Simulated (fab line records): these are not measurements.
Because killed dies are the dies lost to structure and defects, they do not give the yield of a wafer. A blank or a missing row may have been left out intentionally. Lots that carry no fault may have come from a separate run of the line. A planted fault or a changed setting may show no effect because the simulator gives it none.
Which tool is to blame?	flow nand-harc	24 lots, 72 wafers sampled, at 6 steps of a route of 1159

WHAT EACH GAUGE READ, for each wafer
NHARC_P_START_INSPECT_01.
lot	measured	on	raw-defect-count
L074	day 1 12:02	defect-inspect-02	5 11 3
L075	day 1 18:02	defect-inspect-02	2 3 3
L076	day 2 00:02	defect-inspect-02	4 1 4
L077	day 2 06:02	defect-inspect-01	3 3 3
L078	day 2 12:02	defect-inspect-01	1 0 7
L079	day 2 18:02	defect-inspect-01	7 5 3
L080	day 3 00:02	defect-inspect-01	2 3 1
L081	day 3 06:02	defect-inspect-02	5 4 4
L082	day 3 12:02	defect-inspect-02	4 2 6
L083	day 3 18:02	defect-inspect-02	3 4 3
L084	day 4 00:02	defect-inspect-02	3 4 2
L085	day 4 06:03	defect-inspect-02	2 5 2
L086	day 4 12:02	defect-inspect-01	3 4 5
L087	day 4 18:02	defect-inspect-02	5 3 1
L088	day 5 00:03	defect-inspect-01	3 4 6
L089	day 5 06:02	defect-inspect-02	6 8 6
L090	day 5 12:02	defect-inspect-02	1 5 2
L091	day 5 18:02	defect-inspect-02	2 3 2
L092	day 6 00:02	defect-inspect-01	4 1 3
L093	day 6 06:02	defect-inspect-01	7 4 2
L094	day 6 12:02	defect-inspect-02	4 3 4
L095	day 6 18:02	defect-inspect-02	2 4 6
L096	day 7 00:02	defect-inspect-02	3 3 5
L097	day 7 06:02	defect-inspect-02	4 3 2

NHARC_P_STI_INSPECT_25.
lot	measured	on	raw-defect-count
L074	day 4 03:31	defect-inspect-01	168 246 311
L075	day 4 03:30	defect-inspect-02	325 304 206
L076	day 4 03:31	defect-inspect-02	286 332 322
L077	day 4 10:16	defect-inspect-01	171 154 282
L078	day 4 18:02	defect-inspect-01	189 235 328
L079	day 5 03:43	defect-inspect-01	205 193 250
L080	day 5 03:41	defect-inspect-02	250 317 306
L081	day 5 12:26	defect-inspect-01	127 134 169
L082	day 5 20:06	defect-inspect-01	191 66 161
L083	day 6 01:45	defect-inspect-01	147 108 266
L084	day 6 01:45	defect-inspect-02	345 268 337
L085	day 7 01:37	defect-inspect-01	204 122 216
L086	day 7 01:37	defect-inspect-02	199 207 209
L087	day 7 01:37	defect-inspect-01	155 144 139
L088	day 7 01:37	defect-inspect-02	210 119 153
L089	day 7 13:16	defect-inspect-02	110 225 309
L090	day 7 13:17	defect-inspect-02	244 183 194
L091	day 8 00:52	defect-inspect-01	535 342 162
L092	day 8 10:47	defect-inspect-02	107 170 166
L093	day 8 10:47	defect-inspect-02	237 183 179
L094	day 8 10:47	defect-inspect-01	145 146 272
L095	day 8 21:20	defect-inspect-01	195 147 262
L096	day 9 05:21	defect-inspect-01	280 318 547
L097	day 9 05:21	defect-inspect-02	159 298 87

NHARC_P_GATE_CD_MEAS_11 targets a cd of 1640 nm.
lot	measured	on	cd-nm (nm)
L074	day 4 11:40	cd-sem-02	1639.9 1641.0 1640.5
L075	day 4 11:38	cd-sem-01	1638.7 1639.3 1639.6
L076	day 4 11:28	cd-sem-02	1639.4 1638.2 1639.5
L077	day 4 19:10	cd-sem-01	1640.9 1641.6 1642.0
L078	day 5 01:58	cd-sem-01	1638.8 1639.1 1639.1
L079	day 5 13:49	cd-sem-01	1641.2 1642.6 1640.8
L080	day 5 13:59	cd-sem-03	1638.9 1638.8 1640.1
L081	day 5 20:29	cd-sem-02	1639.9 1640.4 1640.6
L082	day 6 04:13	cd-sem-03	1640.5 1642.2 1641.4
L083	day 6 10:05	cd-sem-03	1639.7 1638.5 1640.4
L084	day 6 10:15	cd-sem-03	1641.6 1640.8 1641.4
L085	day 7 10:04	cd-sem-03	1638.5 1638.3 1636.3
L086	day 7 09:44	cd-sem-02	1640.6 1639.4 1639.4
L087	day 7 09:54	cd-sem-03	1639.1 1639.7 1640.6
L088	day 7 10:13	cd-sem-02	1640.3 1640.9 1642.2
L089	day 7 21:40	cd-sem-01	1641.3 1639.6 1640.1
L090	day 7 21:30	cd-sem-03	1640.9 1639.1 1639.8
L091	day 8 09:32	cd-sem-01	1639.5 1639.8 1639.1
L092	day 8 19:07	cd-sem-02	1637.6 1638.2 1637.6
L093	day 8 19:26	cd-sem-02	1640.2 1639.1 1638.2
L094	day 8 19:17	cd-sem-01	1639.3 1640.9 1639.8
L095	day 9 05:27	cd-sem-02	1640.1 1638.9 1640.2
L096	day 9 13:34	cd-sem-02	1640.9 1640.0 1640.3
L097	day 9 13:25	cd-sem-02	1640.5 1639.8 1640.2

WHAT TOOL EACH LOT RAN ON (gives the tool, then ch and the chambers of the sampled wafers, and finally the start)
lot	NHARC_P_ZERO_WELL_DESCUM_39	NHARC_P_ZERO_WELL_DESCUM_54	NHARC_P_STI_ETCH_42
L074	rie-diel-08 ch 0,1,3, day 1 16:17	rie-diel-13 ch 1,3, day 1 18:05	rie-diel-10 ch 0,2,3, day 2 21:35
L075	rie-diel-08 ch 0,1,2, day 1 22:24	rie-diel-07 ch 1,2,3, day 2 00:03	rie-diel-10 ch 0,1,2, day 2 21:33
L076	rie-diel-07 ch 0,2,3, day 2 04:36	rie-diel-07 ch 0,2,3, day 2 06:17	rie-diel-09 ch 0,2, day 2 21:44
L077	rie-diel-08 ch 0,1,3, day 2 10:17	rie-diel-07 ch 0,3, day 2 11:58	rie-diel-03 ch 0,1,2, day 3 05:14
L078	rie-diel-07 ch 0,2,3, day 2 16:20	rie-diel-07 ch 0,2,3, day 2 18:01	rie-diel-03 ch 1,2,3, day 3 11:17
L079	rie-diel-07 ch 0,2,3, day 2 22:16	rie-diel-13 ch 0,1,3, day 2 23:54	rie-diel-03 ch 1,2,3, day 3 19:08
L080	rie-diel-08 ch 0,1,3, day 3 04:09	rie-diel-13 ch 0,2, day 3 05:49	rie-diel-09 ch 2,3, day 3 23:05
L081	rie-diel-13 ch 0,2,3, day 3 10:12	rie-diel-13 ch 1,2,3, day 3 11:43	rie-diel-10 ch 0,2,3, day 4 05:07
L082	rie-diel-13 ch 0,1,3, day 3 16:26	rie-diel-07 ch 0,1,2, day 3 18:05	rie-diel-10 ch 0,1,2, day 4 12:13
L083	rie-diel-13 ch 1,2,3, day 3 22:43	rie-diel-13 ch 1,2,3, day 4 00:16	rie-diel-03 ch 0,1,3, day 4 19:26
L084	rie-diel-07 ch 0,1, day 4 04:17	rie-diel-07 ch 2,3, day 4 05:48	rie-diel-09 ch 1,2, day 4 23:07
L085	rie-diel-08 ch 1,2,3, day 4 10:06	rie-diel-07 ch 0,1,2, day 4 11:38	rie-diel-09 ch 1,2,3, day 5 07:32
L086	rie-diel-07 ch 0,1,2, day 4 16:18	rie-diel-13 ch 0,1,3, day 4 17:58	rie-diel-10 ch 0,3, day 5 15:53
L087	rie-diel-07 ch 0,2,3, day 4 22:19	rie-diel-07 ch 1,2,3, day 4 23:58	rie-diel-10 ch 2,3, day 5 16:02
L088	rie-diel-07 ch 1,2,3, day 5 04:17	rie-diel-08 ch 0,3, day 5 05:54	rie-diel-03 ch 0,1,2, day 5 23:14
L089	rie-diel-08 ch 0,2,3, day 5 10:29	rie-diel-07 ch 0,2,3, day 5 12:02	rie-diel-10 ch 1,2,3, day 6 05:18
L090	rie-diel-07 ch 1,2, day 5 16:12	rie-diel-13 ch 0,1,3, day 5 17:44	rie-diel-09 ch 1,2, day 6 12:37
L091	rie-diel-07 ch 0,1,2, day 5 22:26	rie-diel-13 ch 0,1,3, day 6 00:06	rie-diel-03 ch 2,3, day 6 18:25
L092	rie-diel-13 ch 0,1,2, day 6 04:51	rie-diel-07 ch 0,1,3, day 6 06:21	rie-diel-03 ch 0,1,3, day 7 00:34
L093	rie-diel-13 ch 0,2,3, day 6 10:19	rie-diel-07 ch 0,2,3, day 6 11:58	rie-diel-03 ch 1,2, day 7 05:28
L094	rie-diel-07 ch 0,1, day 6 16:45	rie-diel-13 ch 0,1, day 6 18:23	rie-diel-10 ch 1,3, day 7 12:49
L095	rie-diel-07 ch 1,3, day 6 22:08	rie-diel-13 ch 0,2,3, day 6 23:47	rie-diel-10 ch 1,2, day 7 17:22
L096	rie-diel-13 ch 1,2,3, day 7 04:24	rie-diel-07 ch 0,2,3, day 7 06:07	rie-diel-10 ch 0,1,2, day 8 01:45
L097	rie-diel-07 ch 0,1,2, day 7 10:23	rie-diel-07 ch 0,1,2, day 7 11:58	rie-diel-03 ch 0,1,3, day 8 06:04
- NHARC_P_ZERO_WELL_DESCUM_39: chemistry O2, time 3 s.
- NHARC_P_ZERO_WELL_DESCUM_54: chemistry O2, time 3 s.
- NHARC_P_STI_ETCH_42: etches the open film in N2/H2, target depth 80 nm, overetch 24 nm, time 61 s.

AS READ BY THE TOOLS THEMSELVES (means over the sampled wafers that have a number; for cases with no such wafer, the mark the record gives instead)
NHARC_P_ZERO_WELL_DESCUM_39.
lot	tool	drypump-motor-current-A (A)	oes-product-au (a.u.)	rf-vpp-V (V)	showerhead-plenum-p-Torr (Torr)	throttle-valve-pct (%)
L074	rie-diel-08	6.3	1.001	58.2	1.98	11.312
L075	rie-diel-08	6.1	0.997	56.9	1.96	11.306
L076	rie-diel-07	5.5	1.000	57.9	1.92	11.320
L077	rie-diel-08	6.3	0.987	57.6	1.98	11.310
L078	rie-diel-07	5.5	1.008	58.1	1.92	11.312
L079	rie-diel-07	5.6	0.999	57.4	1.92	11.317
L080	rie-diel-08	6.3	0.999	57.2	1.98	11.311
L081	rie-diel-13	6.0	1.000	57.0	1.91	11.320
L082	rie-diel-13	5.9	0.999	57.8	1.95	11.311
L083	rie-diel-13	5.8	0.999	57.9	1.91	11.313
L084	rie-diel-07	5.3	1.012	58.7	1.99	11.306
L085	rie-diel-08	6.1	0.997	58.1	2.02	11.312
L086	rie-diel-07	5.5	1.013	57.8	1.96	11.308
L087	rie-diel-07	5.6	0.991	57.8	1.92	11.302
L088	rie-diel-07	5.8	0.999	58.2	1.99	11.308
L089	rie-diel-08	5.9	0.994	58.0	1.98	11.311
L090	rie-diel-07	5.8	1.005	58.2	2.03	11.322
L091	rie-diel-07	5.5	0.995	57.9	1.96	11.311
L092	rie-diel-13	5.9	1.003	57.4	1.87	11.310
L093	rie-diel-13	6.1	1.000	58.2	1.91	11.313
L094	rie-diel-07	5.3	1.009	57.8	1.99	11.312
L095	rie-diel-07	5.7	1.000	57.5	2.02	11.313
L096	rie-diel-13	5.8	1.003	57.1	1.91	11.315
L097	rie-diel-07	5.5	0.999	57.3	1.96	11.310

NHARC_P_ZERO_WELL_DESCUM_54.
lot	tool	drypump-motor-current-A (A)	oes-product-au (a.u.)	rf-vpp-V (V)	showerhead-plenum-p-Torr (Torr)	throttle-valve-pct (%)
L074	rie-diel-13	5.7	1.000	58.7	1.96	11.307
L075	rie-diel-07	5.8	1.019	57.5	1.99	11.316
L076	rie-diel-07	5.5	1.008	57.3	1.92	11.317
L077	rie-diel-07	5.5	0.999	57.5	1.91	11.313
L078	rie-diel-07	5.6	1.007	57.5	1.92	11.307
L079	rie-diel-13	5.9	0.994	58.2	1.95	11.311
L080	rie-diel-13	6.1	0.998	57.1	1.83	11.312
L081	rie-diel-13	5.8	1.004	58.7	1.91	11.307
L082	rie-diel-07	5.5	1.014	57.8	1.96	11.319
L083	rie-diel-13	5.8	0.999	57.7	1.91	11.308
L084	rie-diel-07	6.0	0.997	58.3	1.95	11.313
L085	rie-diel-07	5.5	1.006	57.8	1.96	11.322
L086	rie-diel-13	5.9	1.006	58.0	1.95	11.308
L087	rie-diel-07	5.9	1.000	57.9	1.99	11.314
L088	rie-diel-08	6.0	0.994	57.8	2.00	11.310
L089	rie-diel-07	5.6	0.996	57.4	1.92	11.311
L090	rie-diel-13	5.9	0.995	57.9	1.95	11.321
L091	rie-diel-13	5.9	1.005	58.1	1.95	11.313
L092	rie-diel-07	5.4	0.990	57.2	1.95	11.316
L093	rie-diel-07	5.6	0.997	58.2	1.92	11.318
L094	rie-diel-13	5.8	0.993	57.9	1.92	11.315
L095	rie-diel-13	6.0	0.994	57.9	1.91	11.310
L096	rie-diel-07	5.5	1.001	57.7	1.92	11.311
L097	rie-diel-07	5.5	1.000	57.2	1.96	11.317

NHARC_P_STI_ETCH_42.
lot	tool	drypump-motor-current-A (A)	oes-product-au (a.u.)	rf-vpp-V (V)	showerhead-plenum-p-Torr (Torr)	throttle-valve-pct (%)
L074	rie-diel-10	5.6	0.996	429.1	1.98	14.178
L075	rie-diel-10	5.5	1.002	429.5	2.00	14.168
L076	rie-diel-09	5.7	0.997	429.2	1.98	14.162
L077	rie-diel-03	5.9	1.009	431.6	2.07	14.177
L078	rie-diel-03	5.9	1.004	431.4	2.08	14.165
L079	rie-diel-03	6.0	1.001	431.7	2.08	14.176
L080	rie-diel-09	5.5	1.006	426.8	1.93	14.171
L081	rie-diel-10	5.6	0.993	428.0	1.98	14.176
L082	rie-diel-10	5.5	0.994	429.4	2.00	14.182
L083	rie-diel-03	6.2	0.997	431.7	2.09	14.168
L084	rie-diel-09	5.7	0.998	429.4	2.02	14.173
L085	rie-diel-09	5.7	0.995	429.4	2.00	14.175
L086	rie-diel-10	5.6	0.988	429.8	2.00	14.171
L087	rie-diel-10	5.7	1.002	428.3	1.94	14.169
L088	rie-diel-03	5.9	1.007	430.9	2.07	14.168
L089	rie-diel-10	5.6	0.994	428.0	1.96	14.175
L090	rie-diel-09	5.8	0.999	432.1	2.08	14.174
L091	rie-diel-03	6.0	0.999	432.1	2.10	14.159
L092	rie-diel-03	6.2	1.004	431.5	2.09	14.170
L093	rie-diel-03	5.6	1.005	430.9	2.06	14.161
L094	rie-diel-10	5.6	0.992	428.5	1.97	14.171
L095	rie-diel-10	5.5	0.996	428.3	1.98	14.176
L096	rie-diel-10	5.5	1.006	429.6	2.00	14.173
L097	rie-diel-03	6.2	0.997	432.0	2.09	14.171

THE ANSWER, worked out from the rows above alone
Rule: the usual values come from the lots themselves. The widest of any qualifying gaps counts: lots, ordered by their means at a reading, are off when they make up no more than a third of the lots, leave a main group of 4 or more, and stand apart from it by 3 or more times the standard deviation of that group's means. The tables above print the reading to a certain number of digits; a main group whose means all agree to those digits is not used. A lot without any number at a reading at which 4 lots or more have one is off too. The other lots that the step has rows for count as sound. Order of review: gauges by route order, followed by the tools' own readings, for which a lot's mean as printed above is used. The first step at which some lot is off is used, and at that step the reading that is off furthest; a lot without a number counts as furthest.
None of the lots is off at any reading shown; this tells nothing.

WHAT THE SIMULATOR HAD PUT IN
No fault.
